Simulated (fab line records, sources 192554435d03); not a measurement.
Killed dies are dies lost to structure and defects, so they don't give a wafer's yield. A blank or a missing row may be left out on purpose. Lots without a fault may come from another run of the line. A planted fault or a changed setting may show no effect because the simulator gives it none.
One fault seen from 3 desks | flow n5_finfet | each desk has only its own numbers; what lay behind them comes last

THE DEFECT DESK
What the inspections along the route counted, lot by lot: means of the sampled wafers that have a number. A lot is out of limits, marked OUT, if its mean lies more than 4 standard deviations from the usual mean; the brackets give that distance.
Columns: A = raw_defect_count at N5_SD_ACTIVATION_INSPECT_02, usual 198
lot  | first seen here | A
L120 | day 4 14:16     | 213
L121 | day 4 17:00     | 183
L122 | day 4 22:44     | 180
L123 | day 5 01:31     | 185
L126 | day 5 19:41     | 215
L140 | day 9 07:20     | 188
This desk's finding: nothing out of limits on any of the 6 lots.

THE METROLOGY DESK
What the gauges read, lot by lot, whatever tool the lot ran on: means of the sampled wafers that have a number. A lot is out of limits, marked OUT, if its mean lies more than 4 standard deviations from the usual mean; the brackets give that distance. Of its 15 readings 7 are shown: those that lie furthest out on some lot.
Columns: A = RS_SD_N at N5_SD_ACTIVATION_RS_MEAS_03, usual 21.91 ohm/sq; B = RS_SD_P at N5_SD_ACTIVATION_RS_MEAS_03, usual 56.0 ohm/sq; C = thk_nm at N5_ILD0_THK_MEAS_04, usual 197.6 nm; D = thk_nm at N5_ILD0_THK_MEAS_08, usual 139.2 nm; E = thk_nm at N5_ILD0_THK_MEAS_13, usual 18.0 nm; F = ION_P at N5_BEOL_M4_RC_MEAS_101, usual 464 uA/um; G = VT_P at N5_BEOL_M4_RC_MEAS_101, usual -249 mV
lot  | first seen here | A     | B    | C     | D     | E    | F   | G
L120 | day 4 13:58     | 21.99 | 56.9 | 197.8 | 139.2 | 18.1 | 474 | -244
L121 | day 4 16:41     | 21.82 | 56.9 | 198.4 | 137.9 | 18.1 | 479 | -242
L122 | day 4 22:28     | 21.71 | 54.0 | 198.0 | 140.0 | 19.3 | 468 | -246
L123 | day 5 01:12     | 22.10 | 57.0 | 199.0 | 139.2 | 17.3 | 454 | -252
L126 | day 5 19:24     | 21.58 | 57.6 | 195.9 | 139.6 | 19.5 | 471 | -245
L140 | day 9 07:02     | 21.75 | 54.7 | 197.8 | 138.5 | 16.1 | 464 | -251
This desk's finding: nothing out of limits on any of the 6 lots.

THE TOOL OWNER'S DESK: cmp-03
The tool's own readings at N5_ILD0_CMP_12 (polishes SiNx, stops on poly-Si, t overpolish 6 s, target thk 17.67 nm): means of the sampled wafers that have a number, for each lot that ran on this tool. A lot is out of limits, marked OUT, if its mean lies more than 4 standard deviations from the usual mean; the brackets give that distance.
Columns: A = edge_zone_pressure_frac at N5_ILD0_CMP_12, usual 1.000; B = motor_current_A at N5_ILD0_CMP_12, usual 9.3 A; C = overpolish_run_s at N5_ILD0_CMP_12, usual 5.999 s; D = platen_rpm at N5_ILD0_CMP_12, usual 51.80 rpm; E = time_to_endpoint_s at N5_ILD0_CMP_12, usual 29.9 s
lot  | first seen here | A     | B   | C     | D     | E
L120 | day 4 20:30     | 0.999 | 9.4 | 5.996 | 51.82 | 32.0
L121 | day 4 23:25     | 1.004 | 9.5 | 6.004 | 51.78 | 31.1
L122 | day 5 05:22     | 1.005 | 9.3 | 5.994 | 51.79 | 43.6 (+4.7) OUT
L126 | day 6 02:06     | 1.000 | 9.4 | 5.996 | 51.78 | 49.5 (+6.8) OUT
This desk's finding: out of limits on L122, L126; first on L122, day 5 05:22 (time_to_endpoint_s at N5_ILD0_CMP_12). In limits: L120, L121.

PUT TOGETHER
The tool owner's desk could have raised an alarm at day 5 05:22, on L122, L126.
The defect desk saw nothing out of limits.
The metrology desk saw nothing out of limits.
The defect desk has L122, L126 on record, within its limits.
The metrology desk has L122, L126 on record, within its limits.
Of the lots named, all ran N5_ILD0_CMP_12 on cmp-03.

WHAT THE SIMULATOR HAD PUT IN
Process parameter drift: cmp-03, from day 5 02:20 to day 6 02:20, at N5_ILD0_CMP_12. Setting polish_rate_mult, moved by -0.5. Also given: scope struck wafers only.
Lots struck among those shown: L122, L126.
Hours from the fault's start to each desk's first reading out of limits: the tool owner's desk, 3.
